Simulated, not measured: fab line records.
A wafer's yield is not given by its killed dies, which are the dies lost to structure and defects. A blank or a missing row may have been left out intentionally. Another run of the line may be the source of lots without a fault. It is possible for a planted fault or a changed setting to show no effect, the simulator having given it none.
fab line records | flow n5-finfet
record lots=7 wafers=39
route steps=1938 shown BEOL_M7@1308 BEOL_M9@1404 BEOL_M13@1659
start-h: start of the lot's first displayed wafer, in hours after the record's first day | wait-h: hours since the lot's step before | " same as the row above | L1.1+2: a single row standing in for several wafers | - no value present, or no start provided | * or withheld: withheld | < > ~ a bound
route shown NAME@n: names a module that has steps shown in the file, with the first one's number in the route | usual: mean/standard deviation of fault-free wafers | same: alike in all rows | chamber/n: place in a boat | sites: each site's reading | _std_site: how widely they spread, as a standard deviation | _edge_site: inner sites' mean taken away from outer sites' mean | radius-mm: for every site, how far away it sits from the centre of the wafer | mask NAME#n: copy n | behind: tool/chamber where the wafer was last shaped | hold: what put the lot on hold/how long, in hours/how the hold closed | device: whichever transistor did not switch (one of n, p or np) | end of line: at the end of the route, the tests of the same wafers | step lacking rows: just its recipe | killed: the dies lost at the first sort to structure and to defects; this is not the yield of the wafer | map: the dies of a wafer, with x for killed, . for not killed, _ for no die there
set.NAME: setting as actually run; set.NAME@STEP: the setting as run at that earlier step | model.NAME: the simulator's own value behind a step, which no gauge read
lots whose settings were changed on purpose; a table a step, a row a wafer
## steps
# step N5_BEOL_M7_TRENCH_ETCH_37
# recipe chemistry=C4F6/O2 target-depth-a=934.78 target=SiCOH_lowk time-s=31.2 ion-energy-ev=250 pressure-mtorr=30 source-w=345 bias-w=185 Ar_flow_sccm=300 C4F6_flow_sccm=10 O2_flow_sccm=10
# columns lot.wafer tool chamber start-h wait-h set.target-depth-a model.etch.depth-nm model.BEOL_M7.feature-depth-nm
L078.1 rie-diel-06 3 - - 934.78 92.41 92.4
L078.2 " 1 " " 934.78 95.47 95.4
L078.3 " 2 " " 934.78 93.48 93.4
L083.1 rie-diel-06 0 - - 934.78 92.19 92.2
L083.2 " 3 " " 934.78 92.16 92.2
L083.3 " 2 " " 934.78 92.79 92.8
L083.4 " 1 " " 934.78 94.87 94.8
L083.5 " 3 " " 934.78 92.45 92.4
L083.6 " 0 " " 934.78 92.39 92.4
L082.1 rie-diel-01 3 - - 1372 139.5 139.4
L082.2 " 0 " " 934.78 93.43 93.4
L082.3 " 2 " " 1372 136.6 136.6
L082.4 " 1 " " 1372 138.1 138
L082.5 " 2 " " 934.78 92.9 92.8
L082.6 " 3 " " 934.78 95.4 95.4
L085.1 rie-diel-05 2 - - 934.78 93.25 93.2
L085.2 " 0 " " 934.78 91.46 91.4
L085.3 " 3 " " 934.78 95.33 95.4
L085.4 " 1 " " 934.78 90.27 90.2
L085.5 " 3 " " 934.78 95.9 95.8
L085.6 " 0 " " 934.78 91.55 91.6
L091.1 rie-diel-05 2 - - 934.78 92.58 92.6
L091.2 " 3 " " 655.3 66.67 66.6
L091.3 " 0 " " 934.78 90.35 90.4
L091.4 " 1 " " 655.3 63.33 63.4
L091.5 " 1 " " 655.3 63.43 63.4
L091.6 " 2 " " 934.78 92.09 92
L093.1 rie-diel-01 3 - - 934.78 93.71 93.8
L093.2 " 1 " " 934.78 92.37 92.4
L093.3 " 0 " " 934.78 91.98 92
L093.4 " 1 " " 934.78 92.15 92.2
L093.5 " 0 " " 934.78 92.22 92.2
L093.6 " 3 " " 934.78 93.82 93.8
L090.1 rie-diel-05 1 - - 934.78 90.19 90.2
L090.2 " 3 " " 934.78 95.11 95.2
L090.3+5 " 0 " " 934.78 90.79 90.8
L090.4 " 3 " " 934.78 94.71 94.8
L090.6 " 1 " " 934.78 90.15 90.2
# step N5_BEOL_M7_ETCH_41
# recipe chemistry=CH3F/O2 target=SiCN target-depth-a=319 taper-deg=2 time-s=57.8 ion-energy-ev=120 mask-material=TiN pressure-mtorr=30 source-w=395 bias-w=75 Ar_flow_sccm=150 CH3F_flow_sccm=30 O2_flow_sccm=20
# step N5_BEOL_M7_STRIP_80
# recipe chemistry=N2/H2 time-s=10 power-w=450 temp-c=40 pressure-mtorr=20 rf-frequency-hz=6e+07 bias-power-w=7 n2-flow-sccm=200 h2-flow-sccm=200
# step N5_BEOL_M7_OCD_MEAS_38
# usual trench-depth-nm=93.0/1.8
# columns lot.wafer tool chamber start-h wait-h set.target-depth-a@BEOL_M7_TRENCH_ETCH_37 trench-depth-nm
L078.1 ocd-02 - 258.92 - 934.78 92.3
L078.2 " - " " 934.78 95.5
L078.3 " - " " 934.78 93.6
L083.1 ocd-01 - 268.24 - 934.78 92.2
L083.2 " - " " 934.78 91.9
L083.3 " - " " 934.78 93.0
L083.4 " - " " 934.78 94.8
L083.5 " - " " 934.78 92.2
L083.6 " - " " 934.78 92.4
L082.1 ocd-01 - 288.18 - 1372 139.4
L082.2 " - " " 934.78 93.6
L082.3 " - " " 1372 136.8
L082.4 " - " " 1372 138.5
L082.5 " - " " 934.78 93.6
L082.6 " - " " 934.78 95.4
L085.1 ocd-01 - 307.07 - 934.78 92.8
L085.2 " - " " 934.78 91.6
L085.3 " - " " 934.78 95.8
L085.4 " - " " 934.78 90.9
L085.5 " - " " 934.78 95.9
L085.6 " - " " 934.78 91.4
L091.1 ocd-01 - 325.70 - 934.78 92.6
L091.2 " - " " 655.3 66.3
L091.3 " - " " 934.78 90.4
L091.4 " - " " 655.3 64.0
L091.5 " - " " 655.3 63.0
L091.6 " - " " 934.78 92.5
L093.1 ocd-02 - 343.95 - 934.78 93.8
L093.2 " - " " 934.78 92.0
L093.3 " - " " 934.78 91.9
L093.4 " - " " 934.78 92.2
L093.5 " - " " 934.78 92.1
L093.6 " - " " 934.78 93.9
L090.1 ocd-02 - 345.43 - 934.78 90.5
L090.2 " - " " 934.78 95.4
L090.3 " - " " 934.78 90.6
L090.4 " - " " 934.78 95.0
L090.5 " - " " 934.78 90.3
L090.6 " - " " 934.78 90.2
# step N5_BEOL_M7_HM_STRIP_39
# recipe chemistry=peroxide-tin-strip material=TiN target-depth-a=250 temp-c=50 time-s=158
# step N5_BEOL_M7_SRD_40
# recipe time-s=30 temp-c=23 rinse-liquid=diw dry=ipa-marangoni
# step N5_BEOL_M7_ECD_50
# recipe material=Cu target-thk-a=3000
# step N5_BEOL_M7_ANNEAL_51
# recipe temp-c=225 time-s=90 ambient=N2
# step N5_BEOL_M7_CMP_52
# recipe stop-on=SiCOH_lowk t-overpolish-s=6.9 down-force-psi=1 platen-rpm=50 clearing-platen-down-force-psi=1.5 clearing-platen-rpm=50 post-cmp-clean=cu-alkaline target-thk-nm=80 clearing-platen-pad-velocity-m-s=0.99484 pad-velocity-m-s=0.99484
# columns lot.wafer tool chamber start-h wait-h set.target-depth-a@BEOL_M7_TRENCH_ETCH_37 model.Cu_of_BEOL_M7_ECD_50.thk-nm
L078.1 cmp-01 2 261.86 0.3 934.78 78.6
L078.2 " 3 " " 934.78 80.8
L078.3 " 0 " " 934.78 81.6
L083.3 cmp-01 2 271.83 0.2 934.78 79.8
L083.4+2 " 3,1 " " 934.78 80.6
L083.1 " 0 " " 934.78 80.8
L083.5 " 2 " " 934.78 79.2
L083.6 " 3 " " 934.78 76.6
L082.4 cmp-01 2 290.23 0.1 1372 125.2
L082.2+5 " 3 " " 934.78 79.8
L082.1 " 0 " " 1372 128
L082.3 " 1 " " 1372 126.6
L082.6 " 2 " " 934.78 83.6
L085.3 cmp-04 1 309.42 0.2 934.78 82.8
L085.4 " 2 " " 934.78 75
L085.2 " 3 " " 934.78 75.8
L085.1 " 0 " " 934.78 79.2
L085.6 " 1 " " 934.78 77.6
L085.5 " 2 " " 934.78 80.4
L091.2 cmp-04 1 329.21 0.2 655.3 54
L091.1 " 2 " " 934.78 77.6
L091.3 " 3 " " 934.78 75.8
L091.4 " 0 " " 655.3 49.8
L091.5 " 1 " " 655.3 50
L091.6 " 2 " " 934.78 78.6
L093.3 cmp-04 0 345.95 0.2 934.78 77.6
L093.4 " 1 " " 934.78 78.2
L093.1 " 2 " " 934.78 78
L093.2 " 3 " " 934.78 77.2
L093.6 " 0 " " 934.78 79.4
L093.5 " 1 " " 934.78 77.8
L090.3 cmp-04 0 348.89 0.2 934.78 77
L090.1 " 1 " " 934.78 75.4
L090.2 " 2 " " 934.78 80.2
L090.4 " 3 " " 934.78 79.6
L090.5 " 0 " " 934.78 76.6
L090.6 " 1 " " 934.78 78.4
# step N5_BEOL_M7_THK_MEAS_53
# recipe thk-meas-gauge=xrf reads=Cu_of_BEOL_M7_ECD_50
# usual M7_THK=78.4/2
# columns lot.wafer tool chamber start-h wait-h set.target-depth-a@BEOL_M7_TRENCH_ETCH_37 M7_THK[nm]
L078.1 film-metro-02 - 262.12 - 934.78 77.5
L078.2 " - " " 934.78 80.0
L078.3 " - " " 934.78 80.5
L083.1 film-metro-02 - 272.12 - 934.78 80.1
L083.2 " - " " 934.78 79.9
L083.3 " - " " 934.78 79.2
L083.4 " - " " 934.78 79.4
L083.5 " - " " 934.78 78.6
L083.6 " - " " 934.78 75.7
L082.1 film-metro-01 - 290.52 - 1372 123.9
L082.2 " - " " 934.78 77.7
L082.3 " - " " 1372 123.3
L082.4 " - " " 1372 121.6
L082.5 " - " " 934.78 77.5
L082.6 " - " " 934.78 80.8
L085.1 film-metro-02 - 309.72 - 934.78 77.9
L085.2 " - " " 934.78 74.3
L085.3 " - " " 934.78 80.7
L085.4 " - " " 934.78 73.1
L085.5 " - " " 934.78 78.8
L085.6 " - " " 934.78 75.8
L091.1 film-metro-01 - 329.51 - 934.78 76.7
L091.2 " - " " 655.3 53.3
L091.3 " - " " 934.78 74.9
L091.4 " - " " 655.3 49.4
L091.5 " - " " 655.3 49.6
L091.6 " - " " 934.78 77.7
L093.1 film-metro-01 - 346.24 - 934.78 76.8
L093.2 " - " " 934.78 75.8
L093.3 " - " " 934.78 76.5
L093.4 " - " " 934.78 76.7
L093.5 " - " " 934.78 76.8
L093.6 " - " " 934.78 78.1
L090.1 film-metro-01 - 349.18 - 934.78 74.3
L090.2 " - " " 934.78 78.9
L090.3 " - " " 934.78 75.8
L090.4 " - " " 934.78 78.3
L090.5 " - " " 934.78 75.6
L090.6 " - " " 934.78 77.2
# step N5_BEOL_M9_PECVD_70
# recipe material=SiO2 target-thk-a=200 temp-c=400 precursor=TEOS/O2 pressure-torr=5.5 rf-w=450 teos-flow-sccm=53.8 gas=O2 flow-sccm=3000 time-s=22.7
# columns lot.wafer tool chamber start-h wait-h set.time-s model.SiO2_of_BEOL_M9_PECVD_70.thk-nm
L078.1 pecvd-03 1 271.42 0.0 22.7 20
L078.2 " 2 " " 22.7 19.4
L078.3 " 2 " " 22.7 19.8
L083.1 pecvd-02 1 282.57 0.0 34.03 29.6
L083.2 " 2 " " 22.7 19.4
L083.3 " 0 " " 34.03 28.6
L083.4+5 " 2,0 " " 22.7 19.6
L083.6 " 1 " " 34.03 30
L082.1+2 pecvd-04 0,1 301.79 0.0 22.7 19.6
L082.3 " 2 " " 29.83 25.4
L082.4 " 0 " " 22.7 19.8
L082.5 " 2 " " 29.83 25.8
L082.6 " 1 " " 29.83 26.4
L085.1+2+6 pecvd-03 1,0,1 321.07 0.0 22.7 20.2
L085.3 " 2 " " 22.7 20
L085.4+5 " 2,0 " " 22.7 20.4
L091.1+4 pecvd-02 2,0 339.64 0.0 17.33 15.2
L091.2 " 0 " " 22.7 19.6
L091.3 " 1 " " 17.33 15.8
L091.5 " 1 " " 22.7 20.6
L091.6 " 2 " " 22.7 20.2
L093.1 pecvd-04 2 356.00 0.0 27.78 24.2
L093.2 " 1 " " 22.7 19.8
L093.3 " 0 " " 27.78 24.4
L093.4 " 0 " " 27.78 24.8
L093.5+6 " 1,2 " " 22.7 20.2
L090.1 pecvd-02 1 360.07 0.0 22.7 20.2
L090.2+5 " 2,0 " " 31.47 27.2
L090.3 " 0 " " 31.47 27
L090.4 " 1 " " 22.7 20.6
L090.6 " 2 " " 22.7 20
# step N5_BEOL_M13_ILD_DEP_00
# recipe material=SiOC target-thk-a=8379.2 temp-c=350 precursor=DEMS/O2 pressure-torr=5 rf-w=500 time-s=166.4
# columns lot.wafer tool chamber start-h wait-h set.target-thk-a model.SiOC_of_BEOL_M13_ILD_DEP_00.thk-nm
L078.1 pecvd-04 0 305.17 0.0 8379.2 842
L078.2 " 1 " " 8379.2 834.8
L078.3 " 2 " " 8379.2 833.8
L083.1 pecvd-03 2 314.44 0.0 8379.2 836
L083.2 " 0 " " 8379.2 829.4
L083.3 " 2 " " 8379.2 848
L083.4 " 0 " " 8379.2 847.4
L083.5 " 0 " " 8379.2 833.2
L083.6 " 2 " " 8379.2 846.4
L082.1 pecvd-04 2 336.98 0.0 8379.2 841.2
L082.2 " 0 " " 8379.2 845.4
L082.3 " 1 " " 8379.2 825.6
L082.4 " 1 " " 8379.2 849.2
L082.5 " 2 " " 8379.2 854.6
L082.6 " 0 " " 8379.2 872.4
L085.1 pecvd-03 2 353.25 0.0 6915 685.8
L085.2 " 1 " " 8379.2 824.8
L085.3 " 0 " " 8379.2 823.2
L085.4 " 0 " " 8379.2 833
L085.5 " 1 " " 6915 692.6
L085.6 " 2 " " 6915 694
L091.1 pecvd-03 0 373.20 0.0 8379.2 832.2
L091.2 " 2 " " 8379.2 833.4
L091.3 " 1 " " 8379.2 834.8
L091.4 " 1 " " 8379.2 852.6
L091.5 " 0 " " 8379.2 845.4
L091.6 " 2 " " 8379.2 852.4
L093.1 pecvd-03 2 385.83 0.0 11650 1161
L093.2 " 0 " " 8379.2 821.4
L093.3 " 1 " " 11650 1170
L093.4 " 0 " " 8379.2 833.6
L093.5 " 2 " " 11650 1175
L093.6 " 1 " " 8379.2 851.2
L090.1 pecvd-04 0 387.82 0.0 10170 1018
L090.2 " 2 " " 10170 1010
L090.3 " 0 " " 8379.2 856.6
L090.4 " 2 " " 8379.2 843.8
L090.5 " 0 " " 8379.2 857.4
L090.6 " 2 " " 10170 1014
# step N5_BEOL_M13_THK_MEAS_01
# recipe reads=SiOC_of_BEOL_M13_ILD_DEP_00
# usual M13_ILD_THK=845/11
# columns lot.wafer tool chamber start-h wait-h set.target-thk-a@BEOL_M13_ILD_DEP_00 M13_ILD_THK[nm]
L078.1 film-metro-01 - 305.32 0.1 8379.2 842
L078.2 " - " " 8379.2 835
L078.3 " - " " 8379.2 834
L083.1 film-metro-02 - 314.65 0.2 8379.2 835
L083.2 " - " " 8379.2 829
L083.3 " - " " 8379.2 848
L083.4 " - " " 8379.2 848
L083.5 " - " " 8379.2 834
L083.6 " - " " 8379.2 846
L082.1 film-metro-01 - 337.13 0.1 8379.2 840
L082.2 " - " " 8379.2 846
L082.3 " - " " 8379.2 826
L082.4 " - " " 8379.2 850
L082.5 " - " " 8379.2 855
L082.6 " - " " 8379.2 873
L085.1 film-metro-02 - 353.40 0.1 6915 686
L085.2 " - " " 8379.2 825
L085.3 " - " " 8379.2 823
L085.4 " - " " 8379.2 833
L085.5 " - " " 6915 692
L085.6 " - " " 6915 694
L091.1 film-metro-01 - 373.35 0.1 8379.2 832
L091.2 " - " " 8379.2 833
L091.3 " - " " 8379.2 834
L091.4 " - " " 8379.2 852
L091.5 " - " " 8379.2 845
L091.6 " - " " 8379.2 852
L093.1 film-metro-02 - 385.98 0.1 11650 1161
L093.2 " - " " 8379.2 821
L093.3 " - " " 11650 1171
L093.4 " - " " 8379.2 834
L093.5 " - " " 11650 1176
L093.6 " - " " 8379.2 851
L090.1 film-metro-01 - 388.03 0.2 10170 1018
L090.2 " - " " 10170 1010
L090.3 " - " " 8379.2 857
L090.4 " - " " 8379.2 844
L090.5 " - " " 8379.2 857
L090.6 " - " " 10170 1014
# step N5_BEOL_M13_COAT_58
# recipe resist=BARC temp-c=205 time-s=60 spin-rpm=1500 resist-thk-nm=89
# step N5_BEOL_M13_COAT_04
# recipe spin-rpm=1625 resist-thk-nm=400
# step N5_BEOL_M13_DESCUM_15
# recipe chemistry=O2 time-s=7.9 source-power-w=50 bias-power-w=20 pressure-mtorr=20 rf-frequency-hz=2.712e+07 temp-c=40 o2-flow-sccm=225
# step N5_BEOL_M13_ETCH_59
# recipe chemistry=N2/H2 target=BARC target-depth-a=890 overetch-a=267 time-s=67.9 ion-energy-ev=200 pressure-mtorr=30 source-w=840 bias-w=150 n2-flow-sccm=200 h2-flow-sccm=200
# step N5_BEOL_M13_VIA_ETCH_16
# recipe chemistry=C4F8/O2/Ar target=SiOC pressure-mtorr=30 source-w=3000 bias-w=700 Ar_flow_sccm=400 C4F8_flow_sccm=15 O2_flow_sccm=8 he-inner-torr=15 he-outer-torr=30 target-depth-a=9217 time-s=withheld ion-energy-ev=250 ends=cleared
# columns lot.wafer tool chamber start-h wait-h set.target-thk-a@BEOL_M13_ILD_DEP_00 model.etch.depth-nm model.coat_of_BEOL_M13_COAT_04.thk-nm
L078.1 rie-diel-05 3 305.80 0.0 8379.2 842 65.8
L078.2 " 0 " " 8379.2 834.8 73.8
L078.3 " 2 " " 8379.2 833.9 72.8
L083.1 rie-diel-06 0 315.13 0.0 8379.2 835.9 72.4
L083.2 " 2 " " 8379.2 829.3 71.4
L083.3 " 3 " " 8379.2 848 69
L083.4 " 1 " " 8379.2 847.4 66
L083.5 " 3 " " 8379.2 833.2 74
L083.6 " 0 " " 8379.2 846.4 68.8
L082.1 rie-diel-01 0 337.73 0.0 8379.2 841.2 70.8
L082.2 " 1 " " 8379.2 845.4 70.6
L082.3 " 3 " " 8379.2 825.7 72
L082.4 " 1 " " 8379.2 849.3 67.8
L082.5 " 0 " " 8379.2 854.7 67.6
L082.6 " 3 " " 8379.2 872.5 59.4
L085.1 rie-diel-05 1 354.01 0.0 6915 685.8 119.2
L085.2 " 2 " " 8379.2 824.8 75.8
L085.3 " 3 " " 8379.2 823.3 72.2
L085.4 " 0 " " 8379.2 833.1 73
L085.5 " 0 " " 6915 692.6 116
L085.6 " 1 " " 6915 694 116.2
L091.1 rie-diel-01 0 374.16 0.0 8379.2 832.2 71.8
L091.2 " 3 " " 8379.2 833.3 71.2
L091.3 " 2 " " 8379.2 834.7 68.4
L091.4 " 1 " " 8379.2 852.6 68.6
L091.5 " 1 " " 8379.2 845.4 70.8
L091.6 " 2 " " 8379.2 852.4 63
L093.1 rie-diel-05 2 386.57 0.0 11650 1161 0
L093.2 " 0 " " 8379.2 821.3 79
L093.3 " 1 " " 11650 1170 0
L093.4 " 3 " " 8379.2 833.5 70.4
L093.5 " 0 " " 11650 1175 0
L093.6 " 3 " " 8379.2 851.1 65.4
L090.1 rie-diel-05 1 388.54 0.0 10170 1018 18.8
L090.2 " 3 " " 10170 1010 16
L090.3 " 2 " " 8379.2 856.6 68
L090.4 " 0 " " 8379.2 843.7 70.4
L090.5 " 1 " " 8379.2 857.5 65.4
L090.6 " 0 " " 10170 1014 19.8
# step N5_BEOL_M13_STRIP_63
# recipe chemistry=N2/H2 power-w=1000 temp-c=250 h2-frac=0.65 overash-fraction=0.3 pressure-mtorr=1000 n2-flow-sccm=1750 h2-flow-sccm=3250
# usual oes-product-au=0.673/0.0055 strip-time-to-endpoint-s=27.2/1.1
# columns lot.wafer tool chamber start-h wait-h set.target-thk-a@BEOL_M13_ILD_DEP_00 oes-product-au strip-time-to-endpoint-s
L078.1 plasma-asher-01 1 306.04 - 8379.2 0.663 26.4
L078.2 " 0 " " 8379.2 0.671 28.7
L078.3 " 0 " " 8379.2 0.669 28.5
L083.1 plasma-asher-02 1 315.37 - 8379.2 0.671 28.3
L083.2 " 0 " " 8379.2 0.678 28.1
L083.3 " 0 " " 8379.2 0.675 27.4
L083.4 " 1 " " 8379.2 0.669 26.5
L083.5 " 1 " " 8379.2 0.671 28.8
L083.6 " 0 " " 8379.2 0.680 27.3
L082.1 plasma-asher-01 1 337.97 - 8379.2 0.677 27.9
L082.2 " 0 " " 8379.2 0.675 27.9
L082.3 " 0 " " 8379.2 0.683 28.2
L082.4 " 1 " " 8379.2 0.670 27.0
L082.5 " 0 " " 8379.2 0.671 27.0
L082.6 " 1 " " 8379.2 0.668 24.5
L085.1 plasma-asher-01 0 354.24 - 6915 0.692 41.5
L085.2 " 1 " " 8379.2 0.676 29.4
L085.3 " 1 " " 8379.2 0.683 28.3
L085.4 " 0 " " 8379.2 0.670 28.5
L085.5 " 1 " " 6915 0.684 40.6
L085.6 " 0 " " 6915 0.687 40.6
L091.1 plasma-asher-01 1 374.40 - 8379.2 0.667 28.2
L091.2 " 0 " " 8379.2 0.681 28.0
L091.3 " 1 " " 8379.2 0.667 27.2
L091.4 " 0 " " 8379.2 0.676 27.2
L091.5 " 0 " " 8379.2 0.674 27.9
L091.6 " 1 " " 8379.2 0.673 25.6
L093.1 plasma-asher-01 0 386.81 - 11650 0.231 0.0
L093.2 " 1 " " 8379.2 0.679 30.3
L093.3 " 1 " " 11650 0.234 0.0
L093.4 " 0 " " 8379.2 0.673 27.8
L093.5 " 1 " " 11650 0.231 0.0
L093.6 " 0 " " 8379.2 0.680 26.3
L090.1 plasma-asher-01 1 388.77 - 10170 0.547 11.1
L090.2 " 0 " " 10170 0.513 10.0
L090.3 " 1 " " 8379.2 0.662 27.1
L090.4 " 0 " " 8379.2 0.672 27.8
L090.5 " 0 " " 8379.2 0.663 26.3
L090.6 " 1 " " 10170 0.558 11.4
## key
split step=N5_BEOL_M7_TRENCH_ETCH_37 setting=target-depth-a stated=934.78 by=wafer
response step=N5_BEOL_M7_TRENCH_ETCH_37 reading=model.etch.depth-nm change=+0.934 per=1% r=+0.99
response step=N5_BEOL_M7_TRENCH_ETCH_37 reading=model.BEOL_M7.feature-depth-nm change=+0.934 per=1% r=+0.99
response step=N5_BEOL_M7_OCD_MEAS_38 reading=trench-depth-nm change=+0.934 per=1% r=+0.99
response step=N5_BEOL_M7_CMP_52 reading=model.Cu_of_BEOL_M7_ECD_50.thk-nm change=+0.944 per=1% r=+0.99
response step=N5_BEOL_M7_THK_MEAS_53 reading=M7_THK change=+0.921 per=1% r=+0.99
split step=N5_BEOL_M9_PECVD_70 setting=time-s stated=22.7 by=wafer
response step=N5_BEOL_M9_PECVD_70 reading=model.SiO2_of_BEOL_M9_PECVD_70.thk-nm change=+0.193 per=1% r=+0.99
split step=N5_BEOL_M13_ILD_DEP_00 setting=target-thk-a stated=8379.2 by=wafer
response step=N5_BEOL_M13_ILD_DEP_00 reading=model.SiOC_of_BEOL_M13_ILD_DEP_00.thk-nm change=+8.24 per=1% r=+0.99
response step=N5_BEOL_M13_THK_MEAS_01 reading=M13_ILD_THK change=+8.26 per=1% r=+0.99
response step=N5_BEOL_M13_VIA_ETCH_16 reading=model.etch.depth-nm change=+8.24 per=1% r=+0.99
response step=N5_BEOL_M13_VIA_ETCH_16 reading=model.coat_of_BEOL_M13_COAT_04.thk-nm change=-2.02 per=1% r=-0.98
response step=N5_BEOL_M13_STRIP_63 reading=oes-product-au change=-0.00887 per=1% r=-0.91
response step=N5_BEOL_M13_STRIP_63 reading=strip-time-to-endpoint-s shape=bent at-lowest=* at-stated=* at-highest=*
